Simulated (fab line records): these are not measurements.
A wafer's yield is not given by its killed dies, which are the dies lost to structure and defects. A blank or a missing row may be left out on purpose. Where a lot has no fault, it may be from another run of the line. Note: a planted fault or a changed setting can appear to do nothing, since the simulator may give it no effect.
Lot-split experiment || flow n5_finfet || 7 lots, 21 wafers read, on a route of 1938 steps

ON THE SPLIT
At N5_BEOL_M4_COAT_05 (resist thk 30 nm), the setting spin_rpm was moved away from the recipe's 1500 rpm on 3 of the 21 wafers read, by -5.7% to +10.8%. All remaining wafers had this setting at the recipe value.

FROM THE SPLIT TO THE READING: what the file shows between them, 4 steps
- N5_BEOL_M4_EBR_07
- N5_BEOL_M4_SOFTBAKE_06: time 60 s
- N5_BEOL_M4_EXPOSE_08: exposes mask M4
- N5_BEOL_M4_PEB_09: peb time 60 s

THE READING
CAR-EUV_of_BEOL_M4_COAT_05.thk_nm (the simulator's own value, which no gauge read), in nm, at N5_BEOL_M4_DEVELOP_10 (develop time 30 s). The file does not state a usual value for it. Across the 18 wafers here that went through the recipe, the average is 29.6 nm and the standard deviation 0.046 nm.

{"wafer": "L074.1", "tool, chamber at the split": "litho_track-05, 0", "spin_rpm as run, rpm": 1500, "against the recipe": "recipe", "CAR-EUV_of_BEOL_M4_COAT_05.thk_nm, nm": 29.6, "against lot-mates on the recipe": "-"}
{"wafer": "L074.3", "tool, chamber at the split": "litho_track-05, 0", "spin_rpm as run, rpm": 1500, "against the recipe": "recipe", "CAR-EUV_of_BEOL_M4_COAT_05.thk_nm, nm": 29.6, "against lot-mates on the recipe": "-"}
{"wafer": "L074.2", "tool, chamber at the split": "litho_track-05, 0", "spin_rpm as run, rpm": 1452, "against the recipe": "-3.2%", "CAR-EUV_of_BEOL_M4_COAT_05.thk_nm, nm": 30.2, "against lot-mates on the recipe": "+0.6"}
{"wafer": "L083.2", "tool, chamber at the split": "litho_track-02, 0", "spin_rpm as run, rpm": 1500, "against the recipe": "recipe", "CAR-EUV_of_BEOL_M4_COAT_05.thk_nm, nm": 29.6, "against lot-mates on the recipe": "-"}
{"wafer": "L083.3", "tool, chamber at the split": "litho_track-02, 0", "spin_rpm as run, rpm": 1500, "against the recipe": "recipe", "CAR-EUV_of_BEOL_M4_COAT_05.thk_nm, nm": 29.6, "against lot-mates on the recipe": "-"}
{"wafer": "L083.6", "tool, chamber at the split": "litho_track-02, 0", "spin_rpm as run, rpm": 1500, "against the recipe": "recipe", "CAR-EUV_of_BEOL_M4_COAT_05.thk_nm, nm": 29.6, "against lot-mates on the recipe": "-"}
{"wafer": "L090.3", "tool, chamber at the split": "litho_track-04, 0", "spin_rpm as run, rpm": 1662, "against the recipe": "+10.8%", "CAR-EUV_of_BEOL_M4_COAT_05.thk_nm, nm": 28.2, "against lot-mates on the recipe": -1.5}
{"wafer": "L090.4", "tool, chamber at the split": "litho_track-04, 0", "spin_rpm as run, rpm": 1500, "against the recipe": "recipe", "CAR-EUV_of_BEOL_M4_COAT_05.thk_nm, nm": 29.6, "against lot-mates on the recipe": "-"}
{"wafer": "L090.5", "tool, chamber at the split": "litho_track-04, 0", "spin_rpm as run, rpm": 1500, "against the recipe": "recipe", "CAR-EUV_of_BEOL_M4_COAT_05.thk_nm, nm": 29.8, "against lot-mates on the recipe": "-"}
{"wafer": "L092.1", "tool, chamber at the split": "litho_track-04, 0", "spin_rpm as run, rpm": 1500, "against the recipe": "recipe", "CAR-EUV_of_BEOL_M4_COAT_05.thk_nm, nm": 29.6, "against lot-mates on the recipe": "-"}
{"wafer": "L092.2", "tool, chamber at the split": "litho_track-04, 0", "spin_rpm as run, rpm": 1500, "against the recipe": "recipe", "CAR-EUV_of_BEOL_M4_COAT_05.thk_nm, nm": 29.6, "against lot-mates on the recipe": "-"}
{"wafer": "L092.3", "tool, chamber at the split": "litho_track-04, 0", "spin_rpm as run, rpm": 1500, "against the recipe": "recipe", "CAR-EUV_of_BEOL_M4_COAT_05.thk_nm, nm": 29.6, "against lot-mates on the recipe": "-"}
{"wafer": "L089.1", "tool, chamber at the split": "litho_track-05, 0", "spin_rpm as run, rpm": 1500, "against the recipe": "recipe", "CAR-EUV_of_BEOL_M4_COAT_05.thk_nm, nm": 29.6, "against lot-mates on the recipe": "-"}
{"wafer": "L089.2", "tool, chamber at the split": "litho_track-05, 0", "spin_rpm as run, rpm": 1500, "against the recipe": "recipe", "CAR-EUV_of_BEOL_M4_COAT_05.thk_nm, nm": 29.6, "against lot-mates on the recipe": "-"}
{"wafer": "L089.3", "tool, chamber at the split": "litho_track-05, 0", "spin_rpm as run, rpm": 1500, "against the recipe": "recipe", "CAR-EUV_of_BEOL_M4_COAT_05.thk_nm, nm": 29.6, "against lot-mates on the recipe": "-"}
{"wafer": "L093.3", "tool, chamber at the split": "litho_track-02, 0", "spin_rpm as run, rpm": 1500, "against the recipe": "recipe", "CAR-EUV_of_BEOL_M4_COAT_05.thk_nm, nm": 29.6, "against lot-mates on the recipe": "-"}
{"wafer": "L093.4", "tool, chamber at the split": "litho_track-02, 0", "spin_rpm as run, rpm": 1500, "against the recipe": "recipe", "CAR-EUV_of_BEOL_M4_COAT_05.thk_nm, nm": 29.6, "against lot-mates on the recipe": "-"}
{"wafer": "L093.5", "tool, chamber at the split": "litho_track-02, 0", "spin_rpm as run, rpm": 1415, "against the recipe": "-5.7%", "CAR-EUV_of_BEOL_M4_COAT_05.thk_nm, nm": 30.4, "against lot-mates on the recipe": "+0.8"}
{"wafer": "L095.4", "tool, chamber at the split": "litho_track-04, 0", "spin_rpm as run, rpm": 1500, "against the recipe": "recipe", "CAR-EUV_of_BEOL_M4_COAT_05.thk_nm, nm": 29.6, "against lot-mates on the recipe": "-"}
{"wafer": "L095.5", "tool, chamber at the split": "litho_track-04, 0", "spin_rpm as run, rpm": 1500, "against the recipe": "recipe", "CAR-EUV_of_BEOL_M4_COAT_05.thk_nm, nm": 29.6, "against lot-mates on the recipe": "-"}
{"wafer": "L095.6", "tool, chamber at the split": "litho_track-04, 0", "spin_rpm as run, rpm": 1500, "against the recipe": "recipe", "CAR-EUV_of_BEOL_M4_COAT_05.thk_nm, nm": 29.6, "against lot-mates on the recipe": "-"}

FIT RESULTS
A straight line over all 21 wafers: CAR-EUV_of_BEOL_M4_COAT_05.thk_nm changes by -0.136 nm for each +1% of spin_rpm; r = -0.99; the points scatter about the line by 0.057 nm.
The same after taking each lot's own level away (the mean of its wafers on the recipe; 21 wafers): -0.143 nm for each +1%; r = -0.99; scatter 0.046 nm.
According to that fit, moving spin_rpm by its largest amount changes the reading by 1.5 nm.
The span of the lots' own levels, 29.60 to 29.70 nm, comes to 2.2 times the standard deviation stated above.
The two slopes are in agreement: the lot-to-lot level therefore moves the slope only a little.
Check: for one of the wafers moved furthest among these (+10.8%), held out of the fit, the line's prediction against its lot-mates is -1.64 nm. It came out at -1.5 nm against them.

THE WHOLE CHAIN: every reading that the file lists as answering this split, in the file's order
{"step": "N5_BEOL_M4_COAT_05", "what it does": "resist thk 30 nm", "reading": "CAR-EUV_of_BEOL_M4_COAT_05.thk_nm (the simulator's own value, which no gauge read)", "change (the file's fit)": "-0.154 nm for each +1% of the setting", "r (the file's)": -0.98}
{"step": "N5_BEOL_M4_DEVELOP_10", "what it does": "develop time 30 s", "reading": "CAR-EUV_of_BEOL_M4_COAT_05.thk_nm (the simulator's own value, which no gauge read)", "change (the file's fit)": "-0.142 nm for each +1% of the setting", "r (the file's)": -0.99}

THE FILE'S OWN FIT
CAR-EUV_of_BEOL_M4_COAT_05.thk_nm changes by -0.142 nm for each +1% of spin_rpm, r = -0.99.
